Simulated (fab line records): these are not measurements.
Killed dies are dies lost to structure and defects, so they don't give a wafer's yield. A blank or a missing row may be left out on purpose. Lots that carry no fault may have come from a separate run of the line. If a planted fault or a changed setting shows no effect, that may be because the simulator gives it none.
Which of the tools did it? || flow nand_harc || Sampling: 15 lots, 45 wafers, 2 of 1302 route steps

== WHAT THE GAUGES READ, wafer by wafer ==
NHARC_A_ONON_D2_THK_MEAS_02: measures by ellipsometry. Usual: 998 nm for thk_nm, sd 9.3.
{"lot": "L509", "measured": "day 12 12:22", "on": "film_metro-02", "thk_nm (nm)": "995 993 996", "flag": ""}
{"lot": "L512", "measured": "day 13 13:37", "on": "film_metro-02", "thk_nm (nm)": "977 974 977", "flag": ""}
{"lot": "L511", "measured": "day 13 13:37", "on": "film_metro-01", "thk_nm (nm)": "993 995 993", "flag": ""}
{"lot": "L514", "measured": "day 14 05:00", "on": "film_metro-01", "thk_nm (nm)": "1005 1008 1006", "flag": ""}
{"lot": "L516", "measured": "day 15 02:48", "on": "film_metro-01", "thk_nm (nm)": "1003 1004 1003", "flag": ""}
{"lot": "L517", "measured": "day 15 16:01", "on": "film_metro-01", "thk_nm (nm)": "986 986 986", "flag": ""}
{"lot": "L518", "measured": "day 16 02:47", "on": "film_metro-01", "thk_nm (nm)": "1005 1007 1007", "flag": ""}
{"lot": "L519", "measured": "day 16 18:25", "on": "film_metro-01", "thk_nm (nm)": "1017 1017 1017", "flag": ""}
{"lot": "L520", "measured": "day 17 03:40", "on": "film_metro-01", "thk_nm (nm)": "993 992 993", "flag": ""}
{"lot": "L522", "measured": "day 17 13:52", "on": "film_metro-01", "thk_nm (nm)": "989 988 990", "flag": ""}
{"lot": "L521", "measured": "day 17 13:52", "on": "film_metro-02", "thk_nm (nm)": "995 998 994", "flag": ""}
{"lot": "L523", "measured": "day 18 10:27", "on": "film_metro-01", "thk_nm (nm)": "991 989 990", "flag": ""}
{"lot": "L530", "measured": "day 21 01:58", "on": "film_metro-01", "thk_nm (nm)": "1002 1003 1004", "flag": ""}
{"lot": "L531", "measured": "day 21 07:29", "on": "film_metro-01", "thk_nm (nm)": "1016 1013 1015", "flag": ""}
{"lot": "L532", "measured": "day 22 03:08", "on": "film_metro-01", "thk_nm (nm)": "1000 1000 1000", "flag": ""}

== WHAT TOOL EACH LOT RAN ON (gives the tool, then ch and the chambers of the sampled wafers, and finally the start) ==
{"lot": "L509", "NHARC_A_DECK1_JOINT_CMP_13": "cmp-03 ch 0,1,3, day 11 08:11"}
{"lot": "L512", "NHARC_A_DECK1_JOINT_CMP_13": "cmp-02 ch 0,1, day 12 12:06"}
{"lot": "L511", "NHARC_A_DECK1_JOINT_CMP_13": "cmp-04 ch 0,1, day 12 12:07"}
{"lot": "L514", "NHARC_A_DECK1_JOINT_CMP_13": "cmp-02 ch 0,2,3, day 13 01:25"}
{"lot": "L516", "NHARC_A_DECK1_JOINT_CMP_13": "cmp-02 ch 1,2, day 13 19:04"}
{"lot": "L517", "NHARC_A_DECK1_JOINT_CMP_13": "cmp-04 ch 0,1,2, day 14 14:04"}
{"lot": "L518", "NHARC_A_DECK1_JOINT_CMP_13": "cmp-04 ch 0,1,2, day 15 03:45"}
{"lot": "L519", "NHARC_A_DECK1_JOINT_CMP_13": "cmp-04 ch 0,1,2, day 15 16:53"}
{"lot": "L520", "NHARC_A_DECK1_JOINT_CMP_13": "cmp-02 ch 1,2, day 16 00:36"}
{"lot": "L522", "NHARC_A_DECK1_JOINT_CMP_13": "cmp-02 ch 1,2,3, day 16 07:02"}
{"lot": "L521", "NHARC_A_DECK1_JOINT_CMP_13": "cmp-04 ch 0,1, day 16 07:02"}
{"lot": "L523", "NHARC_A_DECK1_JOINT_CMP_13": "cmp-02 ch 0,1,3, day 17 06:22"}
{"lot": "L530", "NHARC_A_DECK1_JOINT_CMP_13": "cmp-04 ch 1,2, day 19 21:52"}
{"lot": "L531", "NHARC_A_DECK1_JOINT_CMP_13": "cmp-03 ch 0,1,3, day 20 09:44"}
{"lot": "L532", "NHARC_A_DECK1_JOINT_CMP_13": "cmp-03 ch 2,3, day 21 04:10"}
- NHARC_A_DECK1_JOINT_CMP_13: polishes, target thk 51.023 nm.

== AS READ BY THE TOOLS THEMSELVES (means over the sampled wafers that have a number; for cases with no such wafer, the mark the record gives instead) ==
NHARC_A_DECK1_JOINT_CMP_13. Usual: motor_current_A 12.1 A, standard deviation 1.2; slurry_flow_ml_min 150.0, standard deviation 0.5; time_to_endpoint_s 9.8 s, standard deviation 2.2.
{"lot": "L509", "tool": "cmp-03", "motor_current_A (A)": 12.2, "slurry_flow_ml_min": 150.3, "time_to_endpoint_s (s)": 9.4, "flag": ""}
{"lot": "L512", "tool": "cmp-02", "motor_current_A (A)": 12.9, "slurry_flow_ml_min": 150.1, "time_to_endpoint_s (s)": 11.9, "flag": ""}
{"lot": "L511", "tool": "cmp-04", "motor_current_A (A)": 10.8, "slurry_flow_ml_min": 149.9, "time_to_endpoint_s (s)": 7.3, "flag": ""}
{"lot": "L514", "tool": "cmp-02", "motor_current_A (A)": 11.7, "slurry_flow_ml_min": 150.4, "time_to_endpoint_s (s)": 9.6, "flag": ""}
{"lot": "L516", "tool": "cmp-02", "motor_current_A (A)": 13.3, "slurry_flow_ml_min": 150.0, "time_to_endpoint_s (s)": 12.2, "flag": ""}
{"lot": "L517", "tool": "cmp-04", "motor_current_A (A)": 11.6, "slurry_flow_ml_min": 150.2, "time_to_endpoint_s (s)": 8.3, "flag": ""}
{"lot": "L518", "tool": "cmp-04", "motor_current_A (A)": 11.6, "slurry_flow_ml_min": 150.0, "time_to_endpoint_s (s)": 8.9, "flag": ""}
{"lot": "L519", "tool": "cmp-04", "motor_current_A (A)": 11.6, "slurry_flow_ml_min": 150.0, "time_to_endpoint_s (s)": 8.8, "flag": ""}
{"lot": "L520", "tool": "cmp-02", "motor_current_A (A)": 12.9, "slurry_flow_ml_min": 150.7, "time_to_endpoint_s (s)": 10.3, "flag": ""}
{"lot": "L522", "tool": "cmp-02", "motor_current_A (A)": 12.5, "slurry_flow_ml_min": 150.4, "time_to_endpoint_s (s)": 12.7, "flag": ""}
{"lot": "L521", "tool": "cmp-04", "motor_current_A (A)": 10.8, "slurry_flow_ml_min": 150.1, "time_to_endpoint_s (s)": 8.7, "flag": ""}
{"lot": "L523", "tool": "cmp-02", "motor_current_A (A)": 12.6, "slurry_flow_ml_min": 150.3, "time_to_endpoint_s (s)": 9.2, "flag": ""}
{"lot": "L530", "tool": "cmp-04", "motor_current_A (A)": 12.2, "slurry_flow_ml_min": 150.0, "time_to_endpoint_s (s)": 8.0, "flag": ""}
{"lot": "L531", "tool": "cmp-03", "motor_current_A (A)": 12.8, "slurry_flow_ml_min": 149.9, "time_to_endpoint_s (s)": 11.7, "flag": ""}
{"lot": "L532", "tool": "cmp-03", "motor_current_A (A)": 13.1, "slurry_flow_ml_min": 150.4, "time_to_endpoint_s (s)": 8.3, "flag": ""}

== THE ANSWER, worked out from the rows above alone ==
Rule: a lot counts as off when the mean over its wafers that have a number is more than 3 standard deviations away from the usual mean. Also off: a lot with no number at a reading for which 4 or more lots have one. The other lots that the step has rows for count as sound. First the gauges in route order, then the tools' own readings, where a lot's mean is used as printed above. The first step at which some lot is off is used, and at that step the reading that is off furthest; a lot without a number counts as furthest.
Nothing can be told from this: no lot is off at any reading shown.

== WHAT WAS PUT IN BY THE SIMULATOR ==
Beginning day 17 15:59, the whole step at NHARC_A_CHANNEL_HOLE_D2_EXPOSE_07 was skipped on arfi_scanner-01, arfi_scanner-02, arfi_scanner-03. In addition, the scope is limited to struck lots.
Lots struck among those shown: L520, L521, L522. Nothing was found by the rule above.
